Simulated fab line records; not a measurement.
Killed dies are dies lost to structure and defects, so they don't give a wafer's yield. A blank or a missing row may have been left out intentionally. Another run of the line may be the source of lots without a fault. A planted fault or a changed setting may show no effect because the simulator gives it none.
Split-lot trial | flow n5 finfet | 7 lots, 21 wafers read, on a route of 1938 steps

THE SPLIT ITSELF
At N5_BEOL_M7_PECVD_70 (deposits SiO2 from TEOS/O2, target thk 20 nm, time 22.7 s), the setting temp c was moved away from the recipe's 400 C on 7 of the 21 wafers read, by -4.2% to +2.7%. All remaining wafers had this setting at the recipe value.

FROM THE SPLIT TO THE READING: what the file shows between them, 7 steps
- N5_BEOL_M7_COAT_05: resist thk 90 nm (also split here: spin rpm)
- N5_BEOL_M7_EBR_07
- N5_BEOL_M7_SOFTBAKE_06: time 60 s
- N5_BEOL_M7_EXPOSE_08: exposes mask M7
- N5_BEOL_M7_PEB_09: peb time 60 s
- N5_BEOL_M7_DEVELOP_10: develop time 30 s
- N5_BEOL_M7_STRIP_80: strips in N2/H2, time 10 s

THE READING
SiO2_of_BEOL_M7_PECVD_70.thk nm (the simulator's own value, which no gauge read), in nm, at N5_BEOL_M7_HM_STRIP_39 (strips TiN in peroxide tin strip, target depth 25 nm, time 158 s). The file gives no usual value for it. Average 19.8 nm, standard deviation 0.33 nm, over the 14 wafers here run with the recipe.

wafer  | tool, chamber at the split | temp c as run, C | against the recipe | SiO2_of_BEOL_M7_PECVD_70.thk nm, nm | against lot-mates on the recipe
L076.3 | pecvd-01, 1                | 383.1            | -4.2%              | 21.6                                | +2.0
L076.4 | pecvd-01, 0                | 400              | recipe             | 19.6                                | -
L076.6 | pecvd-01, 2                | 383.1            | -4.2%              | 22.4                                | +2.8
L077.1 | pecvd-03, 1                | 400              | recipe             | 19.8                                | -
L077.2 | pecvd-03, 0                | 400              | recipe             | 19.6                                | -
L077.5 | pecvd-03, 1                | 400              | recipe             | 20                                  | -
L085.1 | pecvd-01, 2                | 400              | recipe             | 19.6                                | -
L085.4 | pecvd-01, 0                | 405.3            | +1.3%              | 19                                  | -0.7
L085.5 | pecvd-01, 2                | 400              | recipe             | 19.8                                | -
L088.1 | pecvd-01, 0                | 400              | recipe             | 19.8                                | -
L088.4 | pecvd-01, 0                | 400              | recipe             | 20.4                                | -
L088.5 | pecvd-01, 2                | 400              | recipe             | 20.2                                | -
L093.1 | pecvd-03, 2                | 400              | recipe             | 19.8                                | -
L093.3 | pecvd-03, 0                | 406.1            | +1.5%              | 18.6                                | -1.2
L093.6 | pecvd-03, 0                | 406.1            | +1.5%              | 19                                  | -0.8
L092.1 | pecvd-03, 1                | 400              | recipe             | 19                                  | -
L092.2 | pecvd-03, 2                | 410.9            | +2.7%              | 18.2                                | -0.8
L092.3 | pecvd-03, 0                | 410.9            | +2.7%              | 17.8                                | -1.2
L094.2 | pecvd-03, 2                | 400              | recipe             | 19.8                                | -
L094.5 | pecvd-03, 0                | 400              | recipe             | 19.4                                | -
L094.6 | pecvd-03, 2                | 400              | recipe             | 20                                  | -

THE FIT
A straight line over all 21 wafers: SiO2_of_BEOL_M7_PECVD_70.thk nm changes by -0.569 nm for each +1% of temp c; r = -0.95; the points scatter about the line by 0.33 nm.
The same after taking each lot's own level away (the mean of its wafers on the recipe; 21 wafers): -0.522 nm for each +1%; r = -0.96; scatter 0.28 nm.
According to that fit, moving temp c by its largest amount changes the reading by 2.2 nm.
From 19.00 to 20.13 nm: that is the span of the lots' own levels, equal to 3.5 times the standard deviation above.
Consequently the slope shifts little with the lot-to-lot level, the two slopes agreeing.
Check: +2.39 nm against its lot-mates is what the line predicts for one of the wafers moved furthest among these (-4.2%) when that wafer is left out of the fit. It came out at +2 nm against them.

THESE WAFERS: OTHER SPLITS
Before the reading, these wafers also passed through other splits. Each is held against what the fit with the lots' levels taken away leaves over:
other split on the same wafers  | wafers away from the commonest value | r with SiO2_of_BEOL_M7_PECVD_70.thk nm (lot level and that fit taken away)
N5_BEOL_M4_DESCUM_33 time s     | 10                                   | +0.15
N5_BEOL_M5_VIA_ETCH_34 source w | 8                                    | -0.02
N5_BEOL_M5_ETCH_41 source w     | 6                                    | +0.09
N5_BEOL_M7_COAT_05 spin rpm     | 4                                    | +0.21

THE WHOLE CHAIN: every reading that the file lists as answering this split, in the file's order
step                   | what it does                                                     | reading                                                                          | change (the file's fit)               | r (the file's)
N5_BEOL_M7_PECVD_70    | deposits SiO2 from TEOS/O2, target thk 20 nm, time 22.7 s        | SiO2_of_BEOL_M7_PECVD_70.thk nm (the simulator's own value, which no gauge read) | -0.507 nm for each +1% of the setting | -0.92
N5_BEOL_M7_HM_STRIP_39 | strips TiN in peroxide tin strip, target depth 25 nm, time 158 s | SiO2_of_BEOL_M7_PECVD_70.thk nm (the simulator's own value, which no gauge read) | -0.522 nm for each +1% of the setting | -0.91

FILE'S OWN FIT
SiO2_of_BEOL_M7_PECVD_70.thk nm changes by -0.522 nm for each +1% of temp c, r = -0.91.
